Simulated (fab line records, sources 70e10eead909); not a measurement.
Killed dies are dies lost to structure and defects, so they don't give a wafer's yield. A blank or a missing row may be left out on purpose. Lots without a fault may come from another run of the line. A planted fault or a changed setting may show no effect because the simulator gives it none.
A struck lot beside a sound one | flow nand_harc | 39 steps out of a route of 1302
Sound: wafers L968.2, L968.3, L968.5. Struck: wafers L987.1, L987.2, L987.6. The cause comes at the end.
At each step with rows: each side's tool, then ch and its chambers, then its first start. Under that, the readings that differ: sound wafers | struck wafers | difference of the means | sigmas: that difference in standard deviations of wafers without a fault.
alike: readings whose means differ by less than 2 such deviations, and words and numbers that are the same on both sides. not compared: withheld readings, readings that some wafer has no value for, bounds like >300 that may hide the same value, and numbers for which the record gives no deviation and whose values overlap.
The two part at a step that has a row with sigmas, a row that says differs or no value, or rows on one side only. Numbers that don't overlap but have no deviation are shown without sigmas and don't part them. A reading that every wafer of one side lacks parts them only if that side has two wafers or more.

NHARC_A_CHANNEL_FILL_D1_ETCHBACK_08: etches the open film in C4F8, target depth 220 nm, time 110 s.
  sound on rie_diel-01 ch 0,2,3; struck on rie_diel-08 ch 0,3
  reading               | sound          | struck         | difference | sigmas
  oes_product_au (a.u.) | 1.02 1.01 1.01 | 0.94 0.92 0.93 | -0.08      | -2
  alike: rf_vpp_V
  not compared: rf_hours_counter_h
NHARC_A_CHANNEL_FILL_D1_STRIP_29: strips in O2, time 20 s.
  sound on rie_diel-01 ch 0,1,2; struck on rie_diel-08 ch 0,2,3
  alike: drypump_motor_current_A, oes_product_au, rf_vpp_V, showerhead_plenum_p_Torr, throttle_valve_pct
  not compared: rf_hours_counter_h
then, 5 steps without rows for these wafers: NHARC_A_CHANNEL_FILL_D1_PRECLEAN_30 (cleans in dHF, time 30 s); NHARC_A_CHANNEL_FILL_D1_SRD_31; NHARC_A_CHANNEL_FILL_D1_CVD_09 (deposits poly-Si, target thk 150 nm, time 3000 s); NHARC_A_CHANNEL_FILL_D1_CMP_10 (polishes, target thk 150 nm); NHARC_A_CHANNEL_FILL_D1_SRD_12.
NHARC_A_CHANNEL_FILL_D1_INSPECT_13:
  sound on defect_inspect-02, day 12 02:43; struck on defect_inspect-02, day 20 11:20
  alike: raw_defect_count
NHARC_A_DECK1_JOINT_ETCHBACK_07: etches the open film in HBr, target depth 105 nm, time 26.9 s.
  sound on rie_si-06 ch 1,3, day 12 02:47; struck on rie_si-01 ch 0,2, day 20 11:23
  alike: drypump_motor_current_A, oes_product_au, throttle_valve_pct
  not compared: rf_hours_counter_h
then, 1 step without rows for these wafers: NHARC_A_DECK1_JOINT_ETCH_25 (etches SiO2 in dHF, target depth 0.5 nm).
NHARC_A_DECK1_JOINT_ETCH_19: etches poly-Si in TMAH, target depth 3 nm.
  sound on wet_bench-07 ch 1,6,7, day 12 02:58; struck on wet_bench-02 ch 1,2,3, day 20 11:37
then, 6 steps without rows for these wafers: NHARC_A_DECK1_JOINT_ETCH_18 (etches SiO2 in dHF, target depth 3 nm); NHARC_A_DECK1_JOINT_WET_08 (chemistry H3PO4, time 86 s); NHARC_A_DECK1_JOINT_ETCH_09 (etches SiO2 in dHF, target depth 5 nm); NHARC_A_DECK1_JOINT_WET_10 (chemistry H3PO4, time 86 s); NHARC_A_DECK1_JOINT_ETCH_11 (etches SiO2 in dHF, target depth 35 nm); NHARC_A_DECK1_JOINT_CVD_12 (deposits poly-Si, target thk 90 nm, time 1800 s).
NHARC_A_DECK1_JOINT_CMP_13: polishes, target thk 51.023 nm.
  sound on cmp-04 ch 0,1,3, day 12 13:04; struck on cmp-04 ch 1,2,3, day 20 23:01
  alike: edge_zone_pressure_frac, motor_current_A, time_to_endpoint_s
NHARC_A_DECK1_JOINT_THK_MEAS_14: measures by ellipsometry.
  sound on film_metro-02, day 12 13:17; struck on film_metro-01, day 20 23:14
  alike: thk_nm
then, 1 step without rows for these wafers: NHARC_A_DECK1_JOINT_SRD_04.
NHARC_A_DECK1_JOINT_ETCHBACK_00: etches the open film in HBr, target depth 30 nm, time 17.4 s.
  sound on rie_si-04 ch 0,1,2, day 12 13:26; struck on rie_si-06 ch 0,1, day 20 23:23
  alike: drypump_motor_current_A, oes_product_au, throttle_valve_pct
  not compared: rf_hours_counter_h
then, 11 steps without rows for these wafers: NHARC_A_DECK1_JOINT_PRECLEAN_30 (cleans in SC1); NHARC_A_DECK1_JOINT_SRD_31; NHARC_A_DECK1_JOINT_CVD_34 (deposits SiNx, target thk 20 nm); NHARC_A_DECK1_JOINT_DEP_06 (deposits SiOx, target thk 80 nm); NHARC_A_DECK1_JOINT_CURE_26 (time 32 s); NHARC_A_DECK1_JOINT_ANNEAL_27 (time 3600 s); NHARC_A_DECK1_JOINT_ANNEAL_28 (time 1800 s); NHARC_A_DECK1_JOINT_ANNEAL_29 (time 1800 s); NHARC_A_DECK1_JOINT_CMP_02 (polishes SiOx); NHARC_A_DECK1_JOINT_SRD_15; NHARC_A_DECK1_JOINT_DEP_16 (deposits SiO2, target thk 45 nm).
NHARC_A_DECK1_JOINT_THK_MEAS_17: measures by ellipsometry.
  sound on film_metro-01, day 13 17:58; struck on film_metro-01, day 22 00:37
  alike: thk_nm
then, 1 step without rows for these wafers: NHARC_A_ONON_D2_DEP_00 (target thk 1000 nm).
NHARC_A_ONON_D2_THK_MEAS_02: measures by ellipsometry.
  sound on film_metro-02, day 13 18:34; struck on film_metro-01, day 22 01:15
  alike: thk_nm
then, 1 step without rows for these wafers: NHARC_A_ONON_D2_DEP_03 (target thk 1000 nm).
NHARC_A_ONON_D2_THK_MEAS_05: measures by ellipsometry.
  sound on film_metro-01, day 13 19:08; struck on film_metro-01, day 22 01:49
  alike: thk_nm
then, 1 step without rows for these wafers: NHARC_A_ONON_D2_DEP_06 (target thk 1000 nm).
-- the record jumps here: 11 days lie between the struck wafers' starts before and after (it left off in module A_ONON_D2 and takes up again in module END, whose first step shown is number 1302 of the route) --
NHARC_END_SORT_01:
  the record has rows for the struck wafers here (prober-01 ch 0, day 33 12:44) and none for the sound ones

WHERE THEY PART
First at NHARC_A_CHANNEL_FILL_D1_ETCHBACK_08; last, within this record, at NHARC_END_SORT_01.

WHY: what the simulator had put in
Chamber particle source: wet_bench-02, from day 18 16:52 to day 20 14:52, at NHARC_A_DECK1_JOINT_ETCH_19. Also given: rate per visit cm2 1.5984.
